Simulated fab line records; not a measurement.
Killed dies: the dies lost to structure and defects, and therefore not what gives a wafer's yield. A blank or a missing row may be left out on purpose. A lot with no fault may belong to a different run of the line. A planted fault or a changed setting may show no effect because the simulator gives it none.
fab line records ; flow n5_finfet
record lots=5; wafers=15; last_day=17
route steps=1938 shown HKMG_FIN@460 GATE_CUT@465
lots that met no fault: taken from a fault-free run of the same line
start_h: the number of hours between the record's first day and the start of the first shown wafer of the lot ; wait_h: hours since the lot's step before ; " identical to the entry in the row above ; L1.1+2: one row covering several wafers at once ; - no value present, or no start provided ; * or withheld: withheld ; < > ~ a bound
route shown NAME@n: NAME is a module with steps in the file, n the number in the route of the first one ; usual: average and standard deviation across the fault-free wafers ; same: alike in all rows ; chamber/n: place in a boat ; sites: the reading at each site ; _std_site: the standard deviation of these ; _edge_site: outer sites' mean less inner sites' ; radius_mm: how far each site lies from the wafer's centre ; mask NAME#n: copy n ; behind: the most recent tool/chamber to have shaped the wafer ; hold: cause of the lot's hold/its duration in hours/its outcome ; device: the transistor (n, p or np) that didn't switch ; end of line: at the end of the route, the tests of the same wafers ; a step with no rows: only its recipe ; killed: dies that structure and defects cost at the first sort, which is not the same as the wafer's yield ; map: the dies of a wafer, with x for killed, . for not killed, _ for no die there
set.NAME: the run value of the setting; set.NAME@STEP: its run value at that earlier step ; model.NAME: the simulator's own value behind a step, which no gauge read
a table for each step, a row for each wafer; lots at some steps of the route
services: the hour from which a tool's chamber was out of use, counted from the record's first day as start_h (under 0 if before that day), plus the number of hours and why
## steps
# step N5_HKMG_FIN_SRD_84
# recipe dry_time_s=32; dry=n2_spin; spin_rpm=1500
lot.wafer;tool;chamber;start_h;wait_h
L082.2+3+5;wet_bench-02;1,2,5;133.74;0.0
L086.1+3+6;wet_bench-03;6,5,7;158.97;0.0
L092.1+4+5;wet_bench-04;2,0,4;185.19;0.0
L093.3+4+5;wet_bench-02;1,0,3;195.70;0.0
L097.1+2+3;wet_bench-04;5,0,7;215.78;0.0
# step N5_HKMG_FIN_CMP_23
# recipe stop_on=SiNx; t_overpolish_s=10; post_cmp_clean=rinse_only; down_force_psi=4; platen_rpm=50.289; pad_velocity_m_s=1.0006; target_thk_nm=46.326
# usual motor_current_A=12.0/1.1; overpolish_run_s=9.999/0.0097; pad_life_wafers=1160/490; time_to_endpoint_s=11.7/2
lot.wafer;tool;chamber;start_h;wait_h;motor_current_A;overpolish_run_s;pad_life_wafers;time_to_endpoint_s
L082.3;cmp-03;2;133.86;0.1;12.1;10.000;1027;10.2
L082.2;cmp-03;0;133.86;0.1;12.5;10.002;1029;10.3
L082.5;cmp-03;1;133.86;0.1;13.1;9.994;-;9.8
L086.1;cmp-01;1;159.08;0.1;12.2;9.995;1477;11.7
L086.3;cmp-01;3;159.08;0.1;10.6;9.994;1479;9.2
L086.6;cmp-01;1;159.08;0.1;11.5;10.002;-;11.8
L092.4;cmp-01;2;185.38;0.2;13.0;9.979;1706;14.1
L092.1;cmp-01;3;185.38;0.2;10.3;10.009;1707;12.6
L092.5;cmp-01;0;185.38;0.2;11.1;9.978;-;11.1
L093.4;cmp-01;0;195.73;0.0;11.3;9.993;1782;12.0
L093.3;cmp-01;2;195.73;0.0;13.8;9.999;1784;10.9
L093.5;cmp-01;0;195.73;0.0;10.7;10.001;-;9.0
L097.2;cmp-03;2;215.82;0.0;11.5;10.000;1698;11.6
L097.3;cmp-03;3;215.82;0.0;12.5;9.993;1699;12.7
L097.1;cmp-03;1;215.82;0.0;13.0;10.007;1701;10.8
# step N5_HKMG_FIN_CMP_94
# recipe stop_on=SiNx; post_cmp_clean=w_dilute_nh4oh; t_overpolish_s=4.7; down_force_psi=4; platen_rpm=50.289; pad_velocity_m_s=1.0006; target_thk_nm=43.299
# usual motor_current_A=12.0/1.1; pad_life_wafers=1166/490
lot.wafer;tool;chamber;start_h;wait_h;motor_current_A;pad_life_wafers
L082.3;cmp-03;2;134.29;0.3;11.5;1033
L082.2;cmp-03;0;134.29;0.3;12.1;1035
L082.5;cmp-03;1;134.29;0.3;12.7;-
L086.1;cmp-01;1;159.51;0.3;11.5;1483
L086.3;cmp-01;3;159.51;0.3;10.0;1485
L086.6;cmp-01;1;159.51;0.3;12.5;-
L092.4;cmp-01;2;185.76;0.3;13.1;1712
L092.1;cmp-01;3;185.76;0.3;10.3;1713
L092.5;cmp-01;0;185.76;0.3;10.2;-
L093.4;cmp-01;0;196.21;0.4;11.0;1788
L093.3;cmp-01;2;196.21;0.4;13.4;1790
L093.5;cmp-01;0;196.21;0.4;11.1;-
L097.2;cmp-03;2;216.30;0.4;11.6;1704
L097.3;cmp-03;3;216.30;0.4;11.7;1705
L097.1;cmp-03;1;216.30;0.4;13.8;1707
# step N5_HKMG_FIN_INSPECT_28
# recipe inspect_instrument=darkfield; mode=post_cmp
# usual raw_defect_count=41/16
lot.wafer;tool;chamber;start_h;wait_h;raw_defect_count
L082.2;defect_inspect-02;-;134.49;0.0;31
L082.3;defect_inspect-02;-;134.49;0.0;27
L082.5;defect_inspect-02;-;134.49;0.0;38
L086.1;defect_inspect-02;-;159.71;0.0;16
L086.3;defect_inspect-02;-;159.71;0.0;31
L086.6;defect_inspect-02;-;159.71;0.0;43
L092.1;defect_inspect-01;-;185.93;0.0;31
L092.4;defect_inspect-01;-;185.93;0.0;40
L092.5;defect_inspect-01;-;185.93;0.0;52
L093.3;defect_inspect-02;-;196.44;0.0;40
L093.4;defect_inspect-02;-;196.44;0.0;50
L093.5;defect_inspect-02;-;196.44;0.0;45
L097.1;defect_inspect-01;-;216.53;0.0;24
L097.2;defect_inspect-01;-;216.53;0.0;30
L097.3;defect_inspect-01;-;216.53;0.0;30
# step N5_GATE_CUT_ETCHBACK_00
# recipe chemistry=SF6/Cl2; target=W; pressure_mtorr=8; icp_w=900; bias_w=80; SF6_flow_sccm=40; Cl2_flow_sccm=60
# usual drypump_motor_current_A=5.7/0.39; oes_product_au=0.81/0.092; rf_fwd_power_W=895.3/2.9; throttle_valve_pct=27.36/0.11
lot.wafer;tool;chamber;start_h;wait_h;drypump_motor_current_A;oes_product_au;rf_fwd_power_W;rf_hours_counter_h;throttle_valve_pct
L082.2;rie_metal-01;0;134.52;0.0;6.6;0.84;894.1;19;27.42
L082.3;rie_metal-01;1;134.52;0.0;5.8;0.75;894.2;-;27.26
L082.5;rie_metal-01;1;134.52;0.0;5.8;0.75;896.6;-;27.28
L086.1;rie_metal-03;1;159.75;0.0;5.7;0.70;898.3;74;27.37
L086.3;rie_metal-03;1;159.75;0.0;5.7;0.70;899.7;-;27.39
L086.6;rie_metal-03;0;159.75;0.0;5.2;0.88;897.8;-;27.41
L092.1;rie_metal-01;1;185.96;0.0;5.8;0.74;895.1;61;27.27
L092.4;rie_metal-01;0;185.96;0.0;6.6;0.83;895.2;-;27.42
L092.5;rie_metal-01;1;185.96;0.0;5.8;0.74;889.3;-;27.30
L093.3;rie_metal-01;0;196.52;0.1;6.6;0.82;895.8;-;27.42
L093.4;rie_metal-01;1;196.52;0.1;5.8;0.74;892.6;-;27.27
L093.5;rie_metal-01;0;196.52;0.1;6.6;0.81;890.5;-;27.43
L097.1;rie_metal-03;0;216.56;0.0;5.3;0.86;896.5;13;27.42
L097.2;rie_metal-03;1;216.56;0.0;5.7;0.69;895.7;78;27.39
L097.3;rie_metal-03;1;216.56;0.0;5.7;0.70;892.9;-;27.37
# step N5_GATE_CUT_ETCH_56
# recipe chemistry=Cl2/Ar; target=TiN; target_depth_a=216; pressure_mtorr=10; icp_w=600; bias_w=60; Cl2_flow_sccm=40; Ar_flow_sccm=60
# usual drypump_motor_current_A=5.7/0.38; mfc_ar_sccm=60.02/0.18; oes_product_au=0.81/0.092; rf_fwd_power_W=596.0/2.4; throttle_valve_pct=20.70/0.099
lot.wafer;tool;chamber;start_h;wait_h;drypump_motor_current_A;mfc_ar_sccm;oes_product_au;rf_fwd_power_W;rf_hours_counter_h;throttle_valve_pct
L082.2;rie_metal-01;0;134.64;0.1;6.6;60.06;0.85;594.9;19;20.70
L082.3;rie_metal-01;1;134.64;0.1;5.8;59.87;0.75;592.8;-;20.62
L082.5;rie_metal-01;1;134.64;0.1;5.8;59.78;0.75;594.5;-;20.60
L086.1;rie_metal-03;1;159.87;0.1;5.7;60.05;0.71;602.7;74;20.70
L086.3;rie_metal-03;1;159.87;0.1;5.7;59.74;0.70;601.3;-;20.71
L086.6;rie_metal-03;0;159.87;0.1;5.2;60.04;0.88;599.6;-;20.71
L092.1;rie_metal-01;1;186.08;0.1;5.8;59.98;0.73;594.2;62;20.63
L092.4;rie_metal-01;0;186.08;0.1;6.6;60.04;0.82;596.3;-;20.73
L092.5;rie_metal-01;1;186.08;0.1;5.8;59.86;0.73;590.9;-;20.64
L093.3;rie_metal-01;0;196.63;0.1;6.6;59.74;0.82;595.7;-;20.76
L093.4;rie_metal-01;1;196.63;0.1;5.8;60.28;0.74;589.9;-;20.64
L093.5;rie_metal-01;0;196.63;0.1;6.6;60.03;0.82;595.9;-;20.74
L097.1;rie_metal-03;0;216.68;0.1;5.2;59.99;0.86;596.9;13;20.72
L097.2;rie_metal-03;1;216.68;0.1;5.7;59.94;0.70;594.7;78;20.72
L097.3;rie_metal-03;1;216.68;0.1;5.7;59.80;0.70;597.6;-;20.73
# step N5_GATE_CUT_ETCHBACK_30
# recipe chemistry=Cl2/Ar; target=TiN; target_depth_a=30; mode=isotropic; pressure_mtorr=10; icp_w=600; bias_w=60; Cl2_flow_sccm=40; Ar_flow_sccm=60
# usual drypump_motor_current_A=5.7/0.39; mfc_ar_sccm=59.97/0.17; oes_product_au=0.81/0.091; rf_fwd_power_W=588/3.5; throttle_valve_pct=20.70/0.099
lot.wafer;tool;chamber;start_h;wait_h;drypump_motor_current_A;mfc_ar_sccm;oes_product_au;rf_fwd_power_W;rf_hours_counter_h;throttle_valve_pct
L082.2;rie_metal-01;0;134.73;0.1;6.6;59.91;0.85;592;19;20.70
L082.3;rie_metal-01;1;134.73;0.1;5.8;60.08;0.76;584;-;20.60
L082.5;rie_metal-01;1;134.73;0.1;5.8;59.99;0.75;588;-;20.59
L086.1;rie_metal-03;1;159.96;0.1;5.7;60.25;0.71;588;74;20.72
L086.3;rie_metal-03;1;159.96;0.1;5.7;60.00;0.71;592;-;20.71
L086.6;rie_metal-03;0;159.96;0.1;5.2;59.98;0.88;594;-;20.71
L092.1;rie_metal-01;1;186.17;0.1;5.8;60.09;0.73;584;62;20.64
L092.4;rie_metal-01;0;186.17;0.1;6.6;60.09;0.83;590;-;20.73
L092.5;rie_metal-01;1;186.17;0.1;5.8;60.10;0.73;584;-;20.63
L093.3;rie_metal-01;0;196.70;0.0;6.6;60.16;0.81;589;-;20.74
L093.4;rie_metal-01;1;196.70;0.0;5.8;60.12;0.73;587;-;20.64
L093.5;rie_metal-01;0;196.70;0.0;6.6;60.08;0.82;591;-;20.74
L097.1;rie_metal-03;0;216.77;0.1;5.2;59.61;0.86;593;13;20.73
L097.2;rie_metal-03;1;216.77;0.1;5.7;59.78;0.70;589;78;20.73
L097.3;rie_metal-03;1;216.77;0.1;5.7;59.88;0.70;591;-;20.71
## services
tool;chamber;start_h;hours;kind
cmp-01;-;127.49;4.0;repair
cmp-03;-;149.25;0.3;repair
cmp-03;-;164.14;0.4;repair
wet_bench-04;-;167.20;10.3;repair
cmp-01;-;176.78;0.4;repair
rie_metal-01;-;178.94;1.6;repair
rie_metal-03;-;205.01;2.8;pm
wet_bench-03;-;215.57;4.4;pm
## key
fault none
